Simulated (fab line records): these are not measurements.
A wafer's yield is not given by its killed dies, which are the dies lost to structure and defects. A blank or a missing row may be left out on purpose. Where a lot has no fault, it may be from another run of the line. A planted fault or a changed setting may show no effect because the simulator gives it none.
Matching of chambers ; flow n5 finfet ; N5_BEOL_M4_ETCH_74 on rie diel-01: 4 sister chambers
The step etches underlayer in N2/H2, target depth 6.5 nm, time 5.2 s. 14 wafers are shown with their chamber, then 7 later ones without.

## WAFERS WITH THEIR CHAMBER
wafer;chamber;showerhead plenum p Torr (Torr);throttle valve pct (%);rf vpp V (V)
L075.1;3;2.69;17.53;527.9
L075.2;2;2.54;17.59;524.5
L075.3;1;2.49;17.68;520.9
L079.2;2;2.53;17.62;525.7
L079.4;3;2.69;17.52;525.3
L079.5;0;2.61;17.29;526.6
L084.2;2;2.52;17.63;524.0
L084.5;1;2.48;17.70;520.1
L084.6;0;2.60;17.31;525.7
L086.1;3;2.68;17.55;527.8
L086.3;1;2.48;17.70;518.6
L086.5;2;2.52;17.64;525.2
L087.2;3;2.68;17.57;527.0
L087.4;1;2.48;17.72;518.6

SIGNATURES (means of the wafers above)
reading;chamber 0;chamber 1;chamber 2;chamber 3;scatter within a chamber
showerhead plenum p Torr;2.6050;2.4825;2.5275;2.6850;0.00707
throttle valve pct;17.3000;17.7000;17.6200;17.5425;0.0197
rf vpp V;526.150;519.550;524.850;527.000;1.02
Rule: for a wafer and a chamber, the distance is found by dividing, reading by reading, the gap between the wafer's reading and the chamber's mean by the reading's scatter, squaring, summing and taking the root. If the next closest chamber is less than 2 further off than the closest, the wafer can't be placed; otherwise it belongs to the closest. The scatter is the square root of a quotient: the sum, over the shown wafers, of each reading's squared deviation from its chamber's mean, divided by wafers minus chambers.

## WAFERS MISSING THEIR CHAMBER
wafer;showerhead plenum p Torr (Torr);throttle valve pct (%);rf vpp V (V)
L087.5;2.60;17.31;525.8
L090.3;2.47;17.73;521.9
L090.5;2.52;17.67;523.1
L090.6;2.68;17.59;525.9
L094.1;2.59;17.34;525.4
L094.4;2.52;17.67;522.3
L094.5;2.68;17.61;528.2

## THE CHAMBER EACH PASSED THROUGH
wafer;from the rows above;in truth
L087.5;0;0
L090.3;1;1
L090.5;2;2
L090.6;3;3
L094.1;0;0
L094.4;2;2
L094.5;3;3
Correctly placed: 7 of 7. Not placeable from these rows: 0. Placed wrongly: 0.
